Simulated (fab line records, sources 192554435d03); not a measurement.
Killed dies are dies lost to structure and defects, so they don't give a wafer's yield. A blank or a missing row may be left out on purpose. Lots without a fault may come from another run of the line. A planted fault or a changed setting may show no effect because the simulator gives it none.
Chamber matching | flow n5_finfet | N5_MOL_CONTACT_COAG_ALD_123 on ald_sin-01: 4 sister chambers
The step deposits SiNx, target thk 5 nm, pulse time 1 s, purge time 2 s. 14 wafers are shown with their chamber, then 7 later ones without.

WAFERS WITH THEIR CHAMBER
wafer  | chamber | heater_power_w (W) | precursor_pulse_height_rel
L361.2 | 0       | 922                | 1.003
L361.3 | 3       | 978                | 0.985
L361.6 | 1       | 928                | 0.996
L366.2 | 1       | 910                | 1.018
L366.4 | 2       | 830                | 1.034
L366.6 | 1       | 917                | 1.008
L368.2 | 3       | 973                | 0.999
L368.3 | 1       | 912                | 0.988
L368.5 | 1       | 934                | 1.012
L375.2 | 2       | 830                | 0.995
L375.5 | 3       | 988                | 1.019
L375.6 | 2       | 840                | 1.012
L376.2 | 1       | 908                | 0.999
L376.4 | 2       | 859                | 1.001

SIGNATURES (means of the wafers above)
reading                    | chamber 0 | chamber 1 | chamber 2 | chamber 3 | scatter within a chamber
heater_power_w             | 922.00    | 918.17    | 839.75    | 979.67    | 11.1
precursor_pulse_height_rel | 1.00300   | 1.00350   | 1.01050   | 1.00100   | 0.0145
Rule: a wafer's distance from a chamber is the root of the sum, over the readings, of the square of ((its reading less the chamber's mean) divided by the reading's scatter). The wafer belongs to the nearest chamber; if the next one is less than 2 further off, it can't be placed. The scatter: the root of (the sum of the squares of (reading less its chamber's mean) over the shown wafers, divided by (wafers less chambers)).

WAFERS WITHOUT THEIR CHAMBER
wafer  | heater_power_w (W) | precursor_pulse_height_rel
L376.5 | 831                | 0.984
L377.2 | 826                | 1.013
L377.3 | 924                | 1.029
L377.4 | 969                | 1.001
L382.1 | 1004               | 0.979
L382.4 | 855                | 0.976
L382.5 | 841                | 0.989

WHICH CHAMBER EACH WENT THROUGH
wafer  | from the rows above     | in truth
L376.5 | 2                       | 2
L377.2 | 2                       | 2
L377.3 | can't be placed: 0 or 1 | 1
L377.4 | 3                       | 3
L382.1 | 3                       | 3
L382.4 | 2                       | 2
L382.5 | 2                       | 2
Placed correctly: 6 of 7. Can't be placed from these rows: 1 (the true chamber is among the candidates in 1). Placed wrongly: 0.
